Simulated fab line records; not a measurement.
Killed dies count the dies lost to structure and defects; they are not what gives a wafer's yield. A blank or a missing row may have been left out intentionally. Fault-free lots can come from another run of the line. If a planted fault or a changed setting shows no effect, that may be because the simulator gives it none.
Lot-split experiment | flow n5 finfet | on a route of 1938 steps: 7 lots, 21 wafers read

## ABOUT THE SPLIT
At N5_BEOL_M5_EXPOSE_08 (exposes mask M5, target cd 28 nm), the setting dose mj was moved away from the recipe's 35.75 on 7 of the 21 wafers read, by -7.0% to +6.2%. All remaining wafers had this setting at the recipe value.

## FROM THE SPLIT TO THE READING: what the file shows between them, 16 steps
- N5_BEOL_M5_PEB_09: peb time 60 s
- N5_BEOL_M5_DEVELOP_10: develop time 30 s
- N5_BEOL_M5_CD_MEAS_11: target cd 27.74 nm
- N5_BEOL_M5_DESCUM_16: chemistry O2, time 7 s
- N5_BEOL_M5_ETCH_72: etches underlayer in N2/H2, target depth 6.5 nm, time 5.2 s (also split here: bias w)
- N5_BEOL_M5_ETCH_61: etches SiARC in CF4, target depth 15.6 nm, time 26 s
- N5_BEOL_M5_ETCH_62: etches SOC in N2/H2, target depth 75 nm, overetch 15 nm, time 112.5 s
- N5_BEOL_M5_STRIP_63: strips in N2/H2
- N5_BEOL_M5_STRIP_73: strips in N2/H2
- N5_BEOL_M5_HM_OPEN_17: chemistry Cl2/BCl3, target TiN, target depth 20 nm, overetch 6 nm
- N5_BEOL_M5_STRIP_19: strips in O2
- N5_BEOL_M5_CD_MEAS_18: pitch 56 nm, target cd 28 nm
- N5_BEOL_M5_COAT_65: time 60 s, resist thk 60 nm
- N5_BEOL_M5_COAT_66: time 60 s, resist thk 12 nm
- N5_BEOL_M5_PRECLEAN_42: cleans in residue remover, time 60 s
- N5_BEOL_M5_SRD_43: time 30 s

## THE READING
cd nm, in nm, at N5_BEOL_M5_CD_MEAS_35 (target cd 28 nm, target cd y 24 nm). A value of 28.1 nm with a standard deviation of 0.38 nm is what fault-free wafers of this fab line usually give.

wafer  | tool, chamber at the split | dose mj as run | against the recipe | cd nm, nm | against lot-mates on the recipe
L080.4 | euv scanner-02, 0          | 35.75          | recipe             | 28.2      | -
L080.5 | euv scanner-02, 0          | 35.75          | recipe             | 27.5      | -
L080.6 | euv scanner-02, 0          | 35.75          | recipe             | 27.9      | -
L084.2 | euv scanner-01, 0          | 33.35          | -6.7%              | 27.1      | -1.1
L084.4 | euv scanner-01, 0          | 35.75          | recipe             | 28.4      | -
L084.5 | euv scanner-01, 0          | 35.75          | recipe             | 28.1      | -
L086.1 | euv scanner-01, 0          | 35.75          | recipe             | 28.2      | -
L086.2 | euv scanner-01, 0          | 35.75          | recipe             | 28.0      | -
L086.3 | euv scanner-01, 0          | 35.75          | recipe             | 27.8      | -
L092.2 | euv scanner-02, 0          | 35.75          | recipe             | 27.5      | -
L092.4 | euv scanner-02, 0          | 35.75          | recipe             | 28.1      | -
L092.5 | euv scanner-02, 0          | 35.75          | recipe             | 28.2      | -
L093.3 | euv scanner-02, 0          | 37.98          | +6.2%              | 29.5      | +1.3
L093.4 | euv scanner-02, 0          | 37.98          | +6.2%              | 29.8      | +1.6
L093.6 | euv scanner-02, 0          | 35.75          | recipe             | 28.2      | -
L094.1 | euv scanner-01, 0          | 33.25          | -7.0%              | 26.3      | -1.6
L094.5 | euv scanner-01, 0          | 33.25          | -7.0%              | 26.0      | -1.9
L094.6 | euv scanner-01, 0          | 35.75          | recipe             | 27.9      | -
L097.2 | euv scanner-02, 0          | 35.75          | recipe             | 28.4      | -
L097.4 | euv scanner-02, 0          | 34.51          | -3.5%              | 27.4      | -1.0
L097.6 | euv scanner-02, 0          | 34.51          | -3.5%              | 26.7      | -1.7

FIT RESULTS
A straight line over all 21 wafers: cd nm changes by +0.244 nm for each +1% of dose mj; r = +0.94; the points scatter about the line by 0.32 nm.
The same after taking each lot's own level away (the mean of its wafers on the recipe; 21 wafers): +0.241 nm for each +1%; r = +0.94; scatter 0.3 nm.
Per that fit: largest dose mj move, reading shift of 1.7 nm.
From 27.87 to 28.40 nm: that is the span of the lots' own levels, equal to 1.4 times the standard deviation above.
So the lot-to-lot level changes the slope little: the two slopes agree.
Check: for one of the wafers moved furthest among these (-7.0%), held out of the fit, the line's prediction against its lot-mates is -1.76 nm. Against them it came out at -1.6 nm.

## OTHER SPLITS APPLIED TO THESE WAFERS
Before the reading, these wafers also passed through other splits. Each is held against what the fit with the lots' levels taken away leaves over:
other split on the same wafers | wafers away from the commonest value | r with cd nm (lot level and that fit taken away)
N5_BEOL_M4_DESCUM_33 time s    | 9                                    | -0.37
N5_BEOL_M5_ETCH_72 bias w      | 7                                    | +0.25

## THE WHOLE CHAIN: every reading that the file lists as answering this split, in the file's order
step                  | what it does                                                          | reading                                                        | change (the file's fit)               | r (the file's)
N5_BEOL_M5_CD_MEAS_11 | target cd 27.74 nm                                                    | cd nm                                                          | +0.236 nm for each +1% of the setting | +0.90
N5_BEOL_M5_DESCUM_16  | chemistry O2, time 7 s                                                | BEOL_M5.cd nm (the simulator's own value, which no gauge read) | +0.252 nm for each +1% of the setting | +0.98
N5_BEOL_M5_ETCH_62    | etches SOC in N2/H2, target depth 75 nm, overetch 15 nm, time 112.5 s | BEOL_M5.cd nm (the simulator's own value, which no gauge read) | +0.236 nm for each +1% of the setting | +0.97
N5_BEOL_M5_CD_MEAS_18 | pitch 56 nm, target cd 28 nm                                          | cd nm                                                          | +0.21 nm for each +1% of the setting  | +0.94
N5_BEOL_M5_CD_MEAS_35 | target cd 28 nm, target cd y 24 nm                                    | cd nm                                                          | +0.232 nm for each +1% of the setting | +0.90

## FILE'S OWN FIT
cd nm changes by +0.232 nm for each +1% of dose mj, r = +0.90.
